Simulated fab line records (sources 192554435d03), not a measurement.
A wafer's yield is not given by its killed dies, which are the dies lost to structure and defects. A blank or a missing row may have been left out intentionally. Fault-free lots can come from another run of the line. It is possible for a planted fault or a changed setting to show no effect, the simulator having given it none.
Matching of chambers || flow n5_finfet || cvd_co-02 running N5_BEOL_M3_PRE_CLEAN_60: 3 sister chambers
The step time 15 s. 16 wafers are shown with their chamber, then 8 later ones without.

EACH WAFER AND ITS CHAMBER
{"wafer": "L075.1", "chamber": 1, "heater_power_outer_w (W)": 14, "heater_power_w (W)": 86}
{"wafer": "L075.5", "chamber": 1, "heater_power_outer_w (W)": 14, "heater_power_w (W)": 84}
{"wafer": "L075.6", "chamber": 0, "heater_power_outer_w (W)": 37, "heater_power_w (W)": 97}
{"wafer": "L076.1", "chamber": 0, "heater_power_outer_w (W)": 36, "heater_power_w (W)": 96}
{"wafer": "L076.3", "chamber": 1, "heater_power_outer_w (W)": 14, "heater_power_w (W)": 86}
{"wafer": "L076.4", "chamber": 1, "heater_power_outer_w (W)": 15, "heater_power_w (W)": 84}
{"wafer": "L082.1", "chamber": 2, "heater_power_outer_w (W)": 17, "heater_power_w (W)": 88}
{"wafer": "L082.4", "chamber": 1, "heater_power_outer_w (W)": 15, "heater_power_w (W)": 84}
{"wafer": "L082.5", "chamber": 0, "heater_power_outer_w (W)": 36, "heater_power_w (W)": 96}
{"wafer": "L089.1", "chamber": 0, "heater_power_outer_w (W)": 37, "heater_power_w (W)": 95}
{"wafer": "L089.2", "chamber": 2, "heater_power_outer_w (W)": 17, "heater_power_w (W)": 91}
{"wafer": "L089.4", "chamber": 0, "heater_power_outer_w (W)": 37, "heater_power_w (W)": 96}
{"wafer": "L088.1", "chamber": 1, "heater_power_outer_w (W)": 14, "heater_power_w (W)": 88}
{"wafer": "L088.2", "chamber": 0, "heater_power_outer_w (W)": 36, "heater_power_w (W)": 94}
{"wafer": "L088.6", "chamber": 2, "heater_power_outer_w (W)": 17, "heater_power_w (W)": 90}
{"wafer": "L094.1", "chamber": 0, "heater_power_outer_w (W)": 37, "heater_power_w (W)": 95}

SIGNATURES (means of the wafers above)
{"reading": "heater_power_outer_w", "chamber 0": 36.57, "chamber 1": 14.33, "chamber 2": 17.00, "scatter within a chamber": 0.484}
{"reading": "heater_power_w", "chamber 0": 95.57, "chamber 1": 85.33, "chamber 2": 89.67, "scatter within a chamber": 1.35}
Rule: a wafer's distance from a chamber is the root of the sum, over the readings, of the square of ((its reading less the chamber's mean) divided by the reading's scatter). The wafer belongs to the nearest chamber; if the next one is less than 2 further off, it can't be placed. The scatter: the root of (the sum of the squares of (reading less its chamber's mean) over the shown wafers, divided by (wafers less chambers)).

WAFERS WITH NO CHAMBER GIVEN
{"wafer": "L094.4", "heater_power_outer_w (W)": 14, "heater_power_w (W)": 86}
{"wafer": "L094.6", "heater_power_outer_w (W)": 36, "heater_power_w (W)": 99}
{"wafer": "L095.2", "heater_power_outer_w (W)": 14, "heater_power_w (W)": 88}
{"wafer": "L095.3", "heater_power_outer_w (W)": 17, "heater_power_w (W)": 90}
{"wafer": "L095.6", "heater_power_outer_w (W)": 36, "heater_power_w (W)": 96}
{"wafer": "L097.1", "heater_power_outer_w (W)": 36, "heater_power_w (W)": 97}
{"wafer": "L097.4", "heater_power_outer_w (W)": 36, "heater_power_w (W)": 94}
{"wafer": "L097.6", "heater_power_outer_w (W)": 15, "heater_power_w (W)": 84}

WHICH CHAMBER EACH ONE RAN IN
{"wafer": "L094.4", "from the rows above": 1, "in truth": 1}
{"wafer": "L094.6", "from the rows above": 0, "in truth": 0}
{"wafer": "L095.2", "from the rows above": 1, "in truth": 1}
{"wafer": "L095.3", "from the rows above": 2, "in truth": 2}
{"wafer": "L095.6", "from the rows above": 0, "in truth": 0}
{"wafer": "L097.1", "from the rows above": 0, "in truth": 0}
{"wafer": "L097.4", "from the rows above": 0, "in truth": 0}
{"wafer": "L097.6", "from the rows above": 1, "in truth": 1}
Correct placement for 8 of the 8. From these rows, 0 cannot be placed. 0 placed wrongly.
